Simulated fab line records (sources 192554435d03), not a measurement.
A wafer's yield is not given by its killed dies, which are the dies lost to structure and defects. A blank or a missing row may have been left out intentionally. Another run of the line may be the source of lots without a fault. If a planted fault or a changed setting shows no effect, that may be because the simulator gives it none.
fab line records    flow n5Finfet
[record] lots = 9  wafers = 27  lastDay = 20
route steps=1938 shown BEOL_M4@1111 BEOL_M14@1771 BEOL_M15@1790 PASSIVATION@1936
lots with no fault: from the same line, run without faults
startH: hours from the record's opening day to when the first of the lot's shown wafers began    waitH: hours since the lot's step before    " identical to the entry in the row above    L1.1+2: a single row standing in for several wafers    - value missing, or start not given    * or withheld: withheld    < > ~ a bound
route shown NAME@n: names a module that has steps shown in the file, with the first one's number in the route    usual: average and standard deviation across the fault-free wafers    same: alike in all rows    chamber/n: place in a boat    sites: per-site readings    _std_site: their standard deviation    _edge_site: the outer-site mean with the inner-site mean subtracted    radiusMm: how far each site lies from the wafer's centre    mask NAME#n: copy n    behind: tool/chamber where the wafer was last shaped    hold: reason for holding the lot/hours on hold/outcome of the hold    device: whichever transistor did not switch (one of n, p or np)    end of line: the same wafers' tests at the end of the route    where a step has no rows: the recipe by itself    killed: at the first sort, the dies lost to defects and structure; wafer yield is something else    map: a wafer's dies, x killed, . not, _ none there
set.NAME: the setting as run; set.NAME@STEP: as run at that earlier step    model.NAME: the simulator's own value behind a step, which no gauge read
route steps across a sampled set of lots; one table per step, one row per wafer
services: from which hour (startH, from the record's first day; less than 0 if before it) a tool's chamber was out of use, for how many hours, and why
[[steps]]
[step N5_BEOL_M4_RC_MEAS_101]
[usual] DIBL_N = 37.0/1.6  DIBL_P = 37.0/2.1  IOFF_N = 0.17/0.032  IOFF_P = 0.22/0.043  ION_N = 679/13  ION_P = 465/9.5  SS_N = 71.7/0.59  SS_P = 73.6/0.64  VT_N = 249/3.2  VT_P = -249/4.1
lot.wafer  tool       chamber  startH  waitH  DIBL_N[mV/V]  DIBL_P[mV/V]  IOFF_N[nA/um]  IOFF_P[nA/um]  ION_N[uA/um]  ION_P[uA/um]  SS_N[mV/dec]  SS_P[mV/dec]  VT_N[mV]  VT_P[mV]
L344.1     prober-01  0        237.33  0.0    36.1          34.2          0.13           0.17           663           454           71.3          73.7          252       -257
L344.5     "          0        "       "      37.7          34.9          0.15           0.18           662           453           71.9          73.6          252       -256
L344.6     "          0        "       "      35.1          34.2          0.12           0.17           656           450           72.3          73.1          257       -255
L348.1     prober-02  0        237.69  0.0    39.1          40.2          0.24           0.30           680           467           72.0          74.4          245       -247
L348.2     "          0        "       "      34.8          35.0          0.13           0.19           659           463           71.8          73.2          254       -249
L348.4     "          0        "       "      36.4          37.1          0.18           0.23           685           468           72.3          73.3          250       -248
L347.2     prober-02  0        255.41  0.2    39.7          40.1          0.21           0.25           700           472           72.9          74.7          248       -249
L347.3     "          0        "       "      36.7          36.3          0.14           0.18           675           464           71.8          73.7          254       -253
L347.6     "          0        "       "      38.7          38.5          0.18           0.22           689           468           72.4          74.1          248       -253
L357.1     prober-02  0        306.04  0.0    35.3          33.1          0.14           0.21           687           479           71.6          72.5          248       -247
L357.2     "          0        "       "      36.5          34.2          0.16           0.23           680           470           71.4          73.4          251       -245
L357.3     "          0        "       "      37.6          36.0          0.18           0.25           684           471           72.2          73.7          248       -245
L358.3     prober-02  0        320.45  0.3    38.4          38.5          0.21           0.31           691           481           72.2          73.4          244       -243
L358.4     "          0        "       "      35.5          34.1          0.15           0.22           667           459           71.4          73.4          249       -248
L358.5     "          0        "       "      38.5          37.9          0.21           0.28           682           473           72.4          73.9          244       -247
L360.1     prober-02  0        338.13  0.0    37.9          38.6          0.20           0.27           695           476           72.2          74.1          247       -247
L360.4     "          0        "       "      38.6          38.9          0.21           0.26           681           465           72.8          74.4          247       -245
L360.5     "          0        "       "      36.5          36.7          0.17           0.23           671           468           71.5          72.8          247       -250
L365.1     prober-01  0        351.16  0.0    35.7          37.3          0.13           0.16           671           455           71.9          73.7          256       -257
L365.4     "          0        "       "      35.9          37.6          0.14           0.17           675           451           71.2          73.8          251       -258
L365.6     "          0        "       "      35.4          36.7          0.13           0.16           655           441           71.5          73.3          251       -259
L364.1     prober-01  0        367.91  0.0    36.6          36.5          0.17           0.20           679           456           71.8          73.6          247       -254
L364.4     "          0        "       "      34.4          34.2          0.13           0.17           667           457           70.5          72.9          251       -253
L364.6     "          0        "       "      34.6          34.8          0.14           0.18           679           464           70.6          73.1          251       -252
L366.3     prober-02  0        375.05  0.3    38.4          39.5          0.22           0.32           700           492           71.9          74.2          243       -240
L366.4     "          0        "       "      39.6          40.4          0.26           0.36           719           489           72.6          75.2          241       -240
L366.5     "          0        "       "      39.7          40.2          0.25           0.35           707           487           72.2          74.7          242       -238
[step N5_BEOL_M14_RS_MEAS_54]
[recipe] thkMeasGauge = four-point-probe  reads = Cu_of_BEOL_M14_ECD_47+Ta_of_BEOL_M14_SPUTTER_44+TaN_of_BEOL_M14_SPUTTER_43
[usual] M14_RS = 0.0331/0.00078
lot.wafer  tool          chamber  startH  waitH  M14_RS[ohm/sq]
L344.1     filmMetro-01  -        320.27  0.0    0.0329
L344.5     "             -        "       "      0.0326
L344.6     "             -        "       "      0.0349
L348.1     filmMetro-02  -        326.42  0.0    0.0329
L348.2     "             -        "       "      0.0320
L348.4     "             -        "       "      0.0328
L347.2     filmMetro-02  -        339.39  0.1    0.0324
L347.3     "             -        "       "      0.0346
L347.6     "             -        "       "      0.0344
L357.1     filmMetro-02  -        392.99  0.0    0.0324
L357.2     "             -        "       "      0.0341
L357.3     "             -        "       "      0.0346
L358.3     filmMetro-02  -        406.77  0.1    0.0330
L358.4     "             -        "       "      0.0341
L358.5     "             -        "       "      0.0328
L360.1     filmMetro-02  -        422.83  0.1    0.0344
L360.4     "             -        "       "      0.0346
L360.5     "             -        "       "      0.0326
L365.1     filmMetro-02  -        432.24  0.0    0.0319
L365.4     "             -        "       "      0.0328
L365.6     "             -        "       "      0.0320
L364.1     filmMetro-02  -        447.04  0.0    0.0338
L364.4     "             -        "       "      0.0335
L364.6     "             -        "       "      0.0335
L366.3     filmMetro-02  -        461.31  0.1    0.0324
L366.4     "             -        "       "      0.0334
L366.5     "             -        "       "      0.0326
[step N5_BEOL_M14_INSPECT_55]
[recipe] inspectInstrument = darkfield  mode = postDep
[usual] rawDefectCount = 61/20
lot.wafer  tool              chamber  startH  waitH  rawDefectCount
L344.1     defectInspect-01  -        320.30  0.0    83
L344.5     "                 -        "       "      56
L344.6     "                 -        "       "      70
L348.1     defectInspect-01  -        326.44  0.0    98
L348.2     "                 -        "       "      49
L348.4     "                 -        "       "      60
L347.2     defectInspect-01  -        339.41  0.0    47
L347.3     "                 -        "       "      45
L347.6     "                 -        "       "      88
L357.1     defectInspect-01  -        393.02  0.0    44
L357.2     "                 -        "       "      65
L357.3     "                 -        "       "      52
L358.3     defectInspect-01  -        406.79  0.0    39
L358.4     "                 -        "       "      29
L358.5     "                 -        "       "      68
L360.1     defectInspect-02  -        422.86  0.0    43
L360.4     "                 -        "       "      54
L360.5     "                 -        "       "      69
L365.1     defectInspect-02  -        432.26  0.0    58
L365.4     "                 -        "       "      46
L365.6     "                 -        "       "      56
L364.1     defectInspect-01  -        447.06  0.0    47
L364.4     "                 -        "       "      38
L364.6     "                 -        "       "      55
L366.3     defectInspect-02  -        461.34  0.0    47
L366.4     "                 -        "       "      41
L366.5     "                 -        "       "      36
[step N5_BEOL_M15_STRIP_64]
[recipe] chemistry = O2  powerW = 600  tempC = 60  pressureMtorr = 30  rfFrequencyHz = 6e+07  biasPowerW = 0  overashFraction = 0.3  o2FlowSccm = 225
[usual] drypumpMotorCurrentA = 5.9/0.38  oesProductAu = 0.79/0.065  rfVppV = 3.7/0.52  showerheadPlenumPTorr = 2.06/0.083  throttleValvePct = 16.65/0.26
lot.wafer  tool        chamber  startH  waitH  drypumpMotorCurrentA  oesProductAu  rfHoursCounterH  rfVppV  showerheadPlenumPTorr  throttleValvePct
L344.1     rieDiel-04  0        -       -      5.7                   0.71          197              2.7     2.09                   16.74
L344.5     "           0        "       "      5.7                   0.71          -                4.1     2.09                   16.74
L344.6     "           1        "       "      6.3                   0.89          -                4.8     2.16                   16.85
L348.1     rieDiel-06  0        -       -      5.9                   0.83          63               3.3     2.04                   16.14
L348.2     "           3        "       "      6.3                   0.75          165              2.9     1.93                   16.54
L348.4     "           1        "       "      5.7                   0.96          15               3.8     2.13                   16.26
L347.2     rieDiel-01  0        -       -      6.1                   0.75          151              4.5     1.94                   16.96
L347.3     "           1        "       "      6.1                   0.74          158              4.0     2.01                   16.73
L347.6     "           0        "       "      6.1                   0.75          -                3.3     1.94                   16.98
L357.1     rieDiel-04  3        -       -      5.2                   0.80          100              3.6     2.13                   16.69
L357.2     "           1        "       "      6.3                   0.85          55               3.6     2.15                   16.89
L357.3     "           0        "       "      5.7                   0.70          214              3.8     2.08                   16.79
L358.3     rieDiel-06  2        -       -      5.2                   0.85          51               2.8     2.14                   16.42
L358.4     "           3        "       "      6.3                   0.72          189              3.5     1.92                   16.58
L358.5     "           1        "       "      5.8                   0.91          -                4.9     2.13                   16.28
L360.1     rieDiel-01  1        -       -      6.1                   0.73          184              4.2     2.01                   16.78
L360.4     "           0        "       "      6.1                   0.73          -                3.2     1.93                   17.00
L360.5     "           0        "       "      6.1                   0.74          -                4.1     1.93                   17.02
L365.1     rieDiel-01  1        -       -      6.1                   0.74          187              3.0     2.00                   16.79
L365.4     "           0        "       "      6.1                   0.73          180              3.1     1.93                   17.03
L365.6     "           0        "       "      6.1                   0.74          -                3.0     1.93                   17.02
L364.1     rieDiel-04  0        -       -      5.7                   0.68          232              4.2     2.08                   16.79
L364.4     "           3        "       "      5.2                   0.78          118              3.3     2.12                   16.72
L364.6     "           3        "       "      5.2                   0.79          -                3.4     2.12                   16.72
L366.3     rieDiel-06  1        -       -      5.7                   0.89          54               3.9     2.12                   16.32
L366.4     "           2        "       "      5.2                   0.83          68               3.4     2.13                   16.46
L366.5     "           2        "       "      5.2                   0.83          -                3.8     2.13                   16.46
[step N5_BEOL_M15_ETCH_57]
[recipe] chemistry = N2/H2  target = SOC  sourceW = 3000  biasW = 350  timeS = 750  ionEnergyEv = 200  pressureMtorr = 30  n2FlowSccm = 200  h2FlowSccm = 200
[usual] biasW = 349.9/0.93  chamberPressureMTorr = 30.002/0.026  drypumpMotorCurrentA = 5.9/0.36  oesProductAu = 0.79/0.065  rfVppV = 523/3  showerheadPlenumPTorr = 2.50/0.11  throttleValvePct = 17.7/0.3  timeS = 750/0
lot.wafer  tool        chamber  startH  waitH  biasW  chamberPressureMTorr  drypumpMotorCurrentA  oesProductAu  rfHoursCounterH  rfVppV  showerheadPlenumPTorr  throttleValvePct  timeS
L344.1     rieDiel-06  1        322.00  -      349.0  30.007                5.7                   0.96          13               526     2.59                   17.3              750
L344.5     "           0        "       "      349.3  29.970                5.9                   0.84          -                522     2.47                   17.2              750
L344.6     "           1        "       "      348.7  30.045                5.7                   0.95          -                525     2.59                   17.3              750
L348.1     rieDiel-06  3        327.87  -      -      -                     -                     -             -                -       -                      -                 -
L348.2     "           1        "       "      -      -                     -                     -             -                -       -                      -                 -
L348.4     "           0        "       "      -      -                     -                     -             -                -       -                      -                 -
L347.2     rieDiel-04  3        340.69  -      -      -                     -                     -             -                -       -                      -                 -
L347.3     "           1        "       "      -      -                     -                     -             -                -       -                      -                 -
L347.6     "           0        "       "      -      -                     -                     -             -                -       -                      -                 -
L357.1     rieDiel-06  3        394.43  -      350.0  30.008                6.3                   0.72          185              517     2.31                   17.5              750
L357.2     "           0        "       "      350.3  30.012                5.9                   0.80          82               523     2.46                   17.3              750
L357.3     "           1        "       "      351.5  29.964                5.7                   0.91          34               526     2.58                   17.4              750
L358.3     rieDiel-01  2        408.07  -      350.4  30.008                6.1                   0.84          67               525     2.59                   17.6              750
L358.4     "           3        "       "      349.2  29.994                6.3                   0.73          224              526     2.63                   18.2              750
L358.5     "           1        "       "      349.6  29.984                6.1                   0.73          -                520     2.44                   17.9              750
L360.1     rieDiel-06  0        424.44  -      350.1  30.009                5.9                   0.79          91               521     2.46                   17.3              750
L360.4     "           1        "       "      349.2  30.000                5.7                   0.89          43               526     2.58                   17.4              750
L360.5     "           2        "       "      350.1  30.018                5.2                   0.85          -                526     2.58                   17.5              750
L365.1     rieDiel-04  1        433.80  -      349.0  30.002                6.3                   0.84          68               526     2.57                   17.9              750
L365.4     "           3        "       "      349.3  29.995                5.3                   0.78          113              524     2.56                   17.8              750
L365.6     "           0        "       "      349.9  29.980                5.7                   0.68          -                525     2.51                   17.8              750
L364.1     rieDiel-06  1        448.46  -      349.3  30.030                5.7                   0.88          51               524     2.58                   17.4              750
L364.4     "           0        "       "      349.6  30.034                5.9                   0.79          99               521     2.45                   17.3              750
L364.6     "           3        "       "      350.6  29.953                6.3                   0.72          -                518     2.31                   17.5              750
L366.3     rieDiel-06  0        463.04  -      350.5  30.064                5.9                   0.78          103              522     2.45                   17.3              750
L366.4     "           2        "       "      349.7  30.056                5.2                   0.83          68               525     2.58                   17.5              750
L366.5     "           0        "       "      351.2  29.991                5.9                   0.78          -                520     2.45                   17.3              750
[step N5_PASSIVATION_PROBE_49]
[usual] defectLimitedYield = 91.2/1.6  killed_at_M0_to_M3 = 33/11  killed_at_M4_up = 14/5  killedAtContacts = 12/5.8  killedAtFrontEnd = 41/12  killedAtOther = 3.5/2.9  killedDies = 104/19  killedOnRim = 13/4.2  killedOpen = 68/14  killedShort = 34/8.8  sort_bin_4_leakage = 0.00/0.017  sort_bin_5_function = 5.2/1.1  sort_bin_6_memory = 3.2/0.71  sortNPass = 1076/19  sortYieldPct = 91.2/1.6
[same] grossDies = 1180  killedAtBackSide = 0  sort_bin_8_speed[%] = 0
lot.wafer  tool       chamber  startH  waitH  defectLimitedYield[%]  killed_at_M0_to_M3  killed_at_M4_up  killedAtContacts  killedAtFrontEnd  killedAtOther  killedDies  killedOnRim  killedOpen  killedShort  sort_bin_4_leakage[%]  sort_bin_5_function[%]  sort_bin_6_memory[%]  sortNPass  sortYieldPct[%]
L348.1     prober-02  -        350.63  0.0    0                      23                  1093             7                 57                0              1180        152          58          38           0                      96.9                    2.5                   0          0
L348.2     prober-02  -        350.68  0.1    0                      35                  1082             10                52                1              1180        152          59          45           0                      96.4                    3.2                   0          0
L348.4     prober-02  -        350.78  0.2    0                      37                  1094             16                33                0              1180        152          75          37           0                      95.8                    3.8                   0          0
L347.2     prober-01  -        362.87  0.1    0                      25                  1114             19                21                1              1180        152          60          25           0                      96.7                    3.1                   0          0
L347.3     prober-01  -        362.92  0.1    0                      32                  1092             29                27                0              1180        152          71          26           0                      96.5                    3.2                   0          0
L347.6     prober-01  -        363.07  0.3    0                      35                  1099             19                24                3              1180        152          72          31           0                      96.5                    3.2                   0          0
L357.1     prober-01  -        416.18  0.0    87.4                   32                  12               24                69                12             149         19           90          59           0                      7.4                     4.7                   1031       87.4
L357.2     prober-01  -        416.23  0.1    90.2                   43                  6                23                37                7              116         13           70          42           0                      5.2                     4.2                   1064       90.2
L357.3     prober-01  -        416.28  0.1    87.7                   48                  12               16                56                13             145         14           92          53           0                      7.1                     4.6                   1035       87.7
L360.1     prober-01  -        444.24  0.0    92.0                   23                  21               8                 35                7              94          16           61          33           0                      4.4                     3.1                   1086       92.0
L360.4     prober-01  -        444.39  0.2    93.8                   17                  10               13                31                2              73          7            53          19           0                      3.7                     2.3                   1107       93.8
L360.5     prober-01  -        444.44  0.2    91.8                   24                  18               15                36                4              97          14           65          32           0                      4.4                     3.1                   1083       91.8
L365.1     prober-02  -        457.75  0.0    92.9                   27                  22               6                 28                1              84          13           63          20           0                      4.4                     2.6                   1096       92.9
L365.4     prober-02  -        457.90  0.2    90.7                   33                  23               17                29                8              110         12           70          40           0                      5.8                     3.3                   1070       90.7
L365.6     prober-02  -        458.00  0.3    90.1                   41                  14               20                41                1              117         20           78          38           0                      5.0                     4.7                   1063       90.1
L366.3     prober-01  -        484.73  0.1    90.4                   52                  18               7                 36                0              113         14           78          33           0                      5.3                     4.1                   1067       90.4
L366.4     prober-01  -        484.78  0.2    91.4                   33                  18               9                 42                0              102         13           70          31           0.08                   4.8                     3.4                   1077       91.3
L366.5     prober-01  -        484.83  0.2    89.3                   49                  11               13                53                0              126         16           95          30           0                      6.4                     4.2                   1054       89.3
// killed by level:class
L348.1 BEOL_M15:areaEtch=1082 FIN_SAQP:geometricParticle:short=15 FIN_SAQP:geometricParticle:open=11 GATE_CUT:geometricParticle:short=6 BEOL_M2:geometricParticle:open=6 STI_FIN_REVEAL:geometricParticle:open=5 MOL_CONTACT_COAG:geometricParticle:open=5 STARTING-WAFER:geometricParticle:short=5
L348.2 BEOL_M15:areaEtch=1073 FIN_SAQP:geometricParticle:short=20 FIN_SAQP:geometricParticle:open=11 MOL_CONTACT_COAG:geometricParticle:open=9 BEOL_M0_SAQP:geometricParticle:short=8 BEOL_M0:geometricParticle:open=6 BEOL_M0_SAQP:geometricParticle:open=6 STI_FIN_REVEAL:geometricParticle:open=4
L348.4 BEOL_M15:areaEtch=1065 BEOL_M4:geometricParticle:open=17 MOL_CONTACT_COAG:geometricParticle:open=11 BEOL_M2:geometricParticle:open=11 FIN_SAQP:geometricParticle:short=8 BEOL_M1:geometricParticle:open=6 BEOL_M3:geometricParticle:open=6 DUMMY_GATE:geometricParticle:open=5
L347.2 BEOL_M15:areaEtch=1094 MOL_CONTACT_COAG:geometricParticle:open=14 BEOL_M4:geometricParticle:open=11 BEOL_M0_SAQP:geometricParticle:short=8 BEOL_M1:geometricParticle:open=7 GATE_CUT:geometricParticle:short=6 BEOL_M0_SAQP:geometricParticle:open=6 STARTING-WAFER:geometricParticle:open=5
L347.3 BEOL_M15:areaEtch=1083 MOL_CONTACT_COAG:geometricParticle:open=20 STI_FIN_REVEAL:geometricParticle:open=11 BEOL_M1:geometricParticle:open=10 MOL_CONTACT_COAG:geometricParticle:short=9 BEOL_M0_SAQP:geometricParticle:open=7 BEOL_M2:geometricParticle:open=7 BEOL_M4:geometricParticle:open=5
L347.6 BEOL_M15:areaEtch=1077 MOL_CONTACT_COAG:geometricParticle:open=12 BEOL_M4:geometricParticle:open=11 BEOL_M0_SAQP:geometricParticle:short=9 MOL_CONTACT_COAG:geometricParticle:short=7 BEOL_M0_SAQP:geometricParticle:open=7 FIN_SAQP:geometricParticle:open=6 BEOL_M1:geometricParticle:open=5
L357.1 MOL_CONTACT_COAG:geometricParticle:open=22 FIN_SAQP:geometricParticle:short=17 FIN_SAQP:geometricParticle:open=10 GATE_CUT:geometricParticle:short=10 BEOL_M0_SAQP:geometricParticle:short=9 GATE_CUT:geometricParticle:open=8 BEOL_M3:geometricParticle:open=8 DUMMY_GATE:geometricParticle:open=7
L357.2 MOL_CONTACT_COAG:geometricParticle:open=17 BEOL_M0_SAQP:geometricParticle:short=17 BEOL_M0_SAQP:geometricParticle:open=14 FIN_SAQP:geometricParticle:short=7 DUMMY_GATE:geometricParticle:open=6 MOL_CONTACT_COAG:geometricParticle:short=6 MIM_TOP_ETCH:geometricParticle:open=5 GATE_CUT:geometricParticle:short=4
L357.3 FIN_SAQP:geometricParticle:open=15 MOL_CONTACT_COAG:geometricParticle:open=15 FIN_SAQP:geometricParticle:short=14 BEOL_M0_SAQP:geometricParticle:short=13 BEOL_M2:geometricParticle:open=10 BEOL_M3:geometricParticle:open=9 BEOL_M0_SAQP:geometricParticle:open=8 GATE_CUT:geometricParticle:short=7
L360.1 STI_FIN_REVEAL:geometricParticle:open=7 MOL_CONTACT_COAG:geometricParticle:open=7 BEOL_M4:geometricParticle:open=7 FIN_SAQP:geometricParticle:open=6 BEOL_M0_SAQP:geometricParticle:open=6 FIN_SAQP:geometricParticle:short=5 GATE_CUT:geometricParticle:short=5 BEOL_M3:geometricParticle:open=5
L360.4 STI_FIN_REVEAL:geometricParticle:open=12 MOL_CONTACT_COAG:geometricParticle:open=11 BEOL_M3:geometricParticle:open=4 BEOL_M3:geometricParticle:short=4 FIN_SAQP:geometricParticle:short=3 BEOL_M5:geometricParticle:open=3 BEOL_M1:geometricParticle:open=3 BEOL_M4:geometricParticle:open=3
L360.5 MOL_CONTACT_COAG:geometricParticle:open=13 BEOL_M3:geometricParticle:open=11 FIN_SAQP:geometricParticle:open=9 FIN_SAQP:geometricParticle:short=7 STI_FIN_REVEAL:geometricParticle:open=5 BEOL_M5:geometricParticle:open=5 BEOL_M1:geometricParticle:open=4 GATE_CUT:geometricParticle:short=4
L365.1 BEOL_M4:geometricParticle:open=9 FIN_SAQP:geometricParticle:open=7 BEOL_M3:geometricParticle:open=7 BEOL_M0_SAQP:geometricParticle:open=7 BEOL_M0_SAQP:geometricParticle:short=6 GATE_CUT:geometricParticle:open=5 MOL_CONTACT_COAG:geometricParticle:open=5 STI_FIN_REVEAL:geometricParticle:open=4
L365.4 MOL_CONTACT_COAG:geometricParticle:open=11 BEOL_M4:geometricParticle:open=11 FIN_SAQP:geometricParticle:short=9 BEOL_M1:geometricParticle:open=9 FIN_SAQP:geometricParticle:open=7 MOL_CONTACT_COAG:geometricParticle:short=6 BEOL_M3:geometricParticle:open=6 BEOL_M2:geometricParticle:open=5
L365.6 MOL_CONTACT_COAG:geometricParticle:open=14 BEOL_M2:geometricParticle:open=12 FIN_SAQP:geometricParticle:open=10 FIN_SAQP:geometricParticle:short=10 BEOL_M0_SAQP:geometricParticle:short=7 BEOL_M4:geometricParticle:open=6 MOL_CONTACT_COAG:geometricParticle:short=6 BEOL_M0_SAQP:geometricParticle:open=6
L366.3 FIN_SAQP:geometricParticle:open=14 FIN_SAQP:geometricParticle:short=10 BEOL_M0_SAQP:geometricParticle:open=10 BEOL_M3:geometricParticle:open=9 BEOL_M0_SAQP:geometricParticle:short=9 MOL_CONTACT_COAG:geometricParticle:open=7 BEOL_M1:geometricParticle:open=7 BEOL_M2:geometricParticle:open=7
L366.4 FIN_SAQP:geometricParticle:open=13 BEOL_M4:geometricParticle:open=10 STI_FIN_REVEAL:geometricParticle:open=9 MOL_CONTACT_COAG:geometricParticle:open=9 FIN_SAQP:geometricParticle:short=8 BEOL_M3:geometricParticle:open=7 BEOL_M0:geometricParticle:open=5 ILD0:geometricParticle:short=4
L366.5 FIN_SAQP:geometricParticle:open=15 BEOL_M2:geometricParticle:open=13 BEOL_M1:geometricParticle:open=11 BEOL_M0:geometricParticle:open=9 MOL_CONTACT_COAG:geometricParticle:open=9 STI_FIN_REVEAL:geometricParticle:open=8 BEOL_M0_SAQP:geometricParticle:open=8 STARTING-WAFER:geometricParticle:open=7
[[services]]
tool        chamber  startH  hours  kind
rieDiel-04  0        327.20  4.9    repair
rieDiel-01  3        415.83  13.0   repair
rieDiel-01  2        421.82  7.1    repair
rieDiel-06  1        456.28  1.6    repair
[[key]]
[firstSign] step = N5_BEOL_M15_ETCH_57  reading = toolRecord  direction = missing
[effect] step = N5_PASSIVATION_PROBE_49  reading = killed_at_M4_up  direction = up  sigmas = 99+  usual = 14  struck = 1096
[moreKillsBornAt] N5_BEOL_M15_ETCH_57@rieDiel-04 = 3254  N5_BEOL_M15_ETCH_57@rieDiel-06 = 3220
metAt N5_BEOL_M15_ETCH_57
struckLots L347,L348
laterRowsLeftOut L347.2,L347.3,L347.6,L348.1,L348.2,L348.4
notActingAt N5_BEOL_M14_RS_MEAS_54,N5_BEOL_M14_INSPECT_55,N5_BEOL_M15_STRIP_64
onsetBetween 322.00 327.87
[fault] kind = skippedStepWhole  tool = rieDiel-04,rieDiel-06  chamber = -  onsetH = 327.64  steps = N5_BEOL_M15_ETCH_57  scope = struckLotsOnly
// laterRowsLeftOut: the simulator's readings of these wafers behind a module that went badly wrong aren't trusted and aren't shown, but for the sort
